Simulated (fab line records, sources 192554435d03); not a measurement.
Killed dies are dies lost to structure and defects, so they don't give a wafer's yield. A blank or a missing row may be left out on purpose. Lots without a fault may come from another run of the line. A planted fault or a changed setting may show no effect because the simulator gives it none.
A struck lot beside a sound one | flow n5_finfet | 36 steps out of a route of 1938
Sound: wafers L342.1, L342.2, L342.3. Struck: wafer L339.2. (L339.3 of the same lot was not struck and is left out.) The cause comes at the end.
At each step with rows: each side's tool, then ch and its chambers, then its first start. Under that, the readings that differ: sound wafers | struck wafers | difference of the means | sigmas: that difference in standard deviations of wafers without a fault.
alike: readings whose means differ by less than 2 such deviations, and words and numbers that are the same on both sides. not compared: withheld readings, readings that some wafer has no value for, bounds like >300 that may hide the same value, and numbers for which the record gives no deviation and whose values overlap.
The two part at a step that has a row with sigmas, a row that says differs or no value, or rows on one side only. Numbers that don't overlap but have no deviation are shown without sigmas and don't part them. A reading that every wafer of one side lacks parts them only if that side has two wafers or more.

first, 9 steps without rows for these wafers: N5_BEOL_M11_ALD_74 (deposits TaN, target thk 2 nm, pulse time 2 s, purge time 3 s); N5_BEOL_M11_SURFACE_TREAT_76; N5_BEOL_M11_CVD_75 (deposits Co from CCTBA/H2, target thk 2 nm, time 138.9 s); N5_BEOL_M11_SPUTTER_48 (material Cu, target thk 12 nm, time 2 s); N5_BEOL_M11_ECD_50 (material Cu, target thk 318 nm); N5_BEOL_M11_ANNEAL_51 (time 90 s); N5_BEOL_M11_CMP_52 (polishes, stops on SiCOH lowk, t overpolish 7 s, target thk 140 nm); N5_BEOL_M11_PRE_CLEAN_55 (time 15 s); N5_BEOL_M11_DEP_56 (deposits SiCN from 3MS/NH3, target thk 30 nm, time 10.5 s).
N5_BEOL_M12_ILD_DEP_00: deposits SiOC from DEMS/O2, target thk 658.92 nm, time 130.7 s.
  sound on pecvd-03 ch 0,1,2, day 16 21:47; struck on pecvd-02 ch 2, day 15 20:16
  reading                                       | sound             | struck | difference | sigmas
  heater_power_w (W)                            | 374 421 453       | 567    | +151       | +2
  run_length_s (s)                              | 176.5 175.1 176.4 | 148.1  | -27.9      | -55
  model.SiOC_of_BEOL_M12_ILD_DEP_00.thk_nm (nm) | 660.8 656.2 654.4 | 511.4  | -145.7     |
  alike: chamber_pressure_Torr, showerhead_plenum_p_Torr, throttle_valve_pct
  not compared: susceptor_temp_C
N5_BEOL_M12_THK_MEAS_01:
  sound on film_metro-02, day 16 21:55; struck on film_metro-01, day 15 20:24
  reading          | sound       | struck | difference | sigmas
  M12_ILD_THK (nm) | 661 656 654 | 511    | -146       | -16
then, 10 steps without rows for these wafers: N5_BEOL_M12_COAT_58 (time 60 s, resist thk 89 nm); N5_BEOL_M12_COAT_04 (resist thk 400 nm); N5_BEOL_M12_EBR_06; N5_BEOL_M12_SOFTBAKE_05 (time 60 s); N5_BEOL_M12_EXPOSE_07 (exposes mask V11); N5_BEOL_M12_PEB_08 (peb time 90 s); N5_BEOL_M12_DEVELOP_09 (develop time 45 s); N5_BEOL_M12_HARDBAKE_14 (time 120 s); N5_BEOL_M12_DESCUM_15 (chemistry O2, time 7.9 s); N5_BEOL_M12_ETCH_59 (etches BARC in N2/H2, target depth 89 nm, overetch 26.7 nm, time 67.9 s).
N5_BEOL_M12_VIA_ETCH_16: etches SiOC in C4F8/O2/Ar, target depth 724.8 nm.
  sound on rie_diel-05 ch 0,2,3, day 16 22:32; struck on rie_diel-05 ch 0, day 15 20:53
  reading                                    | sound             | struck | difference | sigmas
  model.etch.depth_nm (nm)                   | 660.8 656.1 654.4 | 511.3  | -145.8     |
  model.coat_of_BEOL_M12_COAT_04.thk_nm (nm) | 124.4 123.4 127.8 | 168    | +43        |
  alike: drypump_motor_current_A, oes_product_au, rf_vpp_V, showerhead_plenum_p_Torr, throttle_valve_pct
N5_BEOL_M12_STRIP_63: strips in N2/H2.
  sound on plasma_asher-01 ch 0,1, day 16 22:52; struck on plasma_asher-02 ch 0, day 15 21:05
  reading                      | sound          | struck | difference | sigmas
  heater_power_w (W)           | 376 399 383    | 329    | -57        | -2
  strip_time_to_endpoint_s (s) | 42.9 42.6 43.8 | 54.4   | +11.3      | +13
  alike: drypump_motor_current_A, oes_product_au
  not compared: rf_hours_counter_h
then, 12 steps without rows for these wafers: N5_BEOL_M12_STRIP_64 (strips in N2/H2); N5_BEOL_M12_STRIP_71 (strips in post etch residue remover, time 60 s); N5_BEOL_M12_SRD_72 (time 30 s, dry time 30 s); N5_BEOL_M12_COAT_65 (time 60 s, resist thk 300 nm); N5_BEOL_M12_COAT_66 (time 60 s, resist thk 110 nm); N5_BEOL_M12_COAT_22 (resist thk 300 nm); N5_BEOL_M12_EBR_24; N5_BEOL_M12_SOFTBAKE_23 (time 60 s); N5_BEOL_M12_EXPOSE_25 (exposes mask M12); N5_BEOL_M12_PEB_26 (peb time 90 s); N5_BEOL_M12_DEVELOP_27 (develop time 45 s); N5_BEOL_M12_HARDBAKE_32 (time 120 s).
N5_BEOL_M12_CMP_49: polishes, stops on SiOC, t overpolish 20.6 s, target thk 320 nm.
  sound on cmp-04 ch 0,1,2, day 17 02:22; struck on cmp-04 ch 2, day 15 23:53
  reading                                       | sound             | struck | difference | sigmas
  model.SiOC_of_BEOL_M12_ILD_DEP_00.thk_nm (nm) | 602.4 596.6 593.8 | 454    | -144       |
  alike: clearing_platen_rpm, motor_current_A

WHERE THEY PART
First at N5_BEOL_M12_ILD_DEP_00; last, within this record, at N5_BEOL_M12_STRIP_63. Later steps at which nothing parts them and some readings are alike: N5_BEOL_M12_CMP_49.

WHY: what the simulator had put in
Process parameter drift: pecvd-02, from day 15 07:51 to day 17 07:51, at N5_BEOL_M12_ILD_DEP_00. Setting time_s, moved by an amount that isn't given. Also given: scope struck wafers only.
